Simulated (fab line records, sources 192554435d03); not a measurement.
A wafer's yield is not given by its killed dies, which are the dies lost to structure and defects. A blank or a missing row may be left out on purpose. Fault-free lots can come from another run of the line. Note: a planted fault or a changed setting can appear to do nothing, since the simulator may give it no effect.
Split-lot experiment -- flow n5_finfet -- 39 wafers read from 7 lots, route of 1938 steps

== ABOUT THE SPLIT ==
At N5_BEOL_M12_ETCH_68 (etches SOC in N2/H2, time 285 s), the setting time_s was moved away from the recipe's 285 s on 15 of the 39 wafers read, by -53.5% to +33.4%. All remaining wafers had this setting at the recipe value.

The reading comes from the split's own step.

== THE READING ==
SiARC_of_BEOL_M12_COAT_66.thk_nm (the simulator's own value, which no gauge read), in nm, at N5_BEOL_M12_ETCH_68 (etches SOC in N2/H2, time 285 s). No usual value for it is given in the file. Across the 24 wafers here that went through the recipe, the average is 85.8 nm and the standard deviation 0.58 nm.

wafer,"tool, chamber at the split","time_s as run, s",against the recipe,"SiARC_of_BEOL_M12_COAT_66.thk_nm, nm",against lot-mates on the recipe
L074.2,"rie_diel-06, 2",285,recipe,85.6,-
L074.4,"rie_diel-06, 1",285,recipe,85.4,-
L074.6,"rie_diel-06, 2",285,recipe,85.8,-
L076.1,"rie_diel-05, 2",186.3,-34.6%,94,+8.0
L076.2,"rie_diel-05, 3",285,recipe,85.6,-
L076.3,"rie_diel-05, 1",285,recipe,86.4,-
L076.4,"rie_diel-05, 0,2",186.3,-34.6%,93.8,+7.8
L076.6,"rie_diel-05, 0,2",186.3,-34.6%,93.8,+7.8
L076.5,"rie_diel-05, 1",285,recipe,86,-
L086.1,"rie_diel-02, 2",132.5,-53.5%,99.6,+13.7
L086.2,"rie_diel-02, 3",132.5,-53.5%,98.6,+12.7
L086.3,"rie_diel-02, 1",285,recipe,86.2,-
L086.4,"rie_diel-02, 0",132.5,-53.5%,99,+13.1
L086.5,"rie_diel-02, 2",285,recipe,86.4,-
L086.6,"rie_diel-02, 3",285,recipe,85.2,-
L090.1,"rie_diel-06, 2,0",148.5,-47.9%,97,+11.5
L090.4,"rie_diel-06, 2,0",148.5,-47.9%,97,+11.5
L090.2,"rie_diel-06, 3",285,recipe,85.8,-
L090.3,"rie_diel-06, 0",285,recipe,85,-
L090.5,"rie_diel-06, 3",148.5,-47.9%,97.4,+11.9
L090.6,"rie_diel-06, 2",285,recipe,85.6,-
L096.1,"rie_diel-05, 2",339,+18.9%,80.4,-6.3
L096.5,"rie_diel-05, 2",339,+18.9%,80.4,-6.3
L096.2,"rie_diel-05, 3",339,+18.9%,81.8,-4.9
L096.3,"rie_diel-05, 0",285,recipe,86.8,-
L096.4,"rie_diel-05, 1",285,recipe,87.2,-
L096.6,"rie_diel-05, 3",285,recipe,86.2,-
L093.1,"rie_diel-05, 1",380.1,+33.4%,78.6,-7.1
L093.2,"rie_diel-05, 2",285,recipe,84.8,-
L093.3,"rie_diel-05, 3",285,recipe,85.8,-
L093.4,"rie_diel-05, 0",380.1,+33.4%,77.8,-7.9
L093.6,"rie_diel-05, 0",380.1,+33.4%,77.8,-7.9
L093.5,"rie_diel-05, 1",285,recipe,86.4,-
L092.1,"rie_diel-06, 0,1",285,recipe,85.2,-
L092.5,"rie_diel-06, 0,1",285,recipe,85.2,-
L092.2,"rie_diel-06, 1",285,recipe,85,-
L092.3,"rie_diel-06, 3",285,recipe,85.8,-
L092.4,"rie_diel-06, 2",285,recipe,85.6,-
L092.6,"rie_diel-06, 0",285,recipe,85.4,-
Where a row lists several chambers, the file gives one row for several wafers and doesn't say which wafer went through which chamber.

FIT RESULTS
A straight line over all 39 wafers: SiARC_of_BEOL_M12_COAT_66.thk_nm changes by -0.241 nm for each +1% of time_s; r = -1.00; the points scatter about the line by 0.57 nm.
The same after taking each lot's own level away (the mean of its wafers on the recipe; 39 wafers): -0.244 nm for each +1%; r = -1.00; scatter 0.58 nm.
According to that fit, moving time_s by its largest amount changes the reading by 13 nm.
Across the lots, their own levels run from 85.37 to 86.73 nm, a range of 2.3 times the standard deviation given above.
Hence the lot-to-lot level has little effect on the slope; both slopes agree.
Check: with one of the wafers moved furthest among these (-53.5%) left out of the fit, the line predicts +12.8 nm for it against its lot-mates. Against them it came out at +13.7 nm.

== OTHER SPLITS ON THESE WAFERS ==
Note: prior to the reading, these wafers also went through further splits. Each is held against what the fit with the lots' levels taken away leaves over:
other split on the same wafers,wafers away from the commonest value,r with SiARC_of_BEOL_M12_COAT_66.thk_nm (lot level and that fit taken away)
N5_BEOL_M4_VIA_ETCH_34 target_depth_a,15,+0.28
N5_BEOL_M9_ETCH_62 time_s,12,-0.14
N5_BEOL_M10_ILD_DEP_00 time_s,12,-0.11

== FILE'S OWN FIT ==
SiARC_of_BEOL_M12_COAT_66.thk_nm changes by -0.243 nm for each +1% of time_s, r = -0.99.
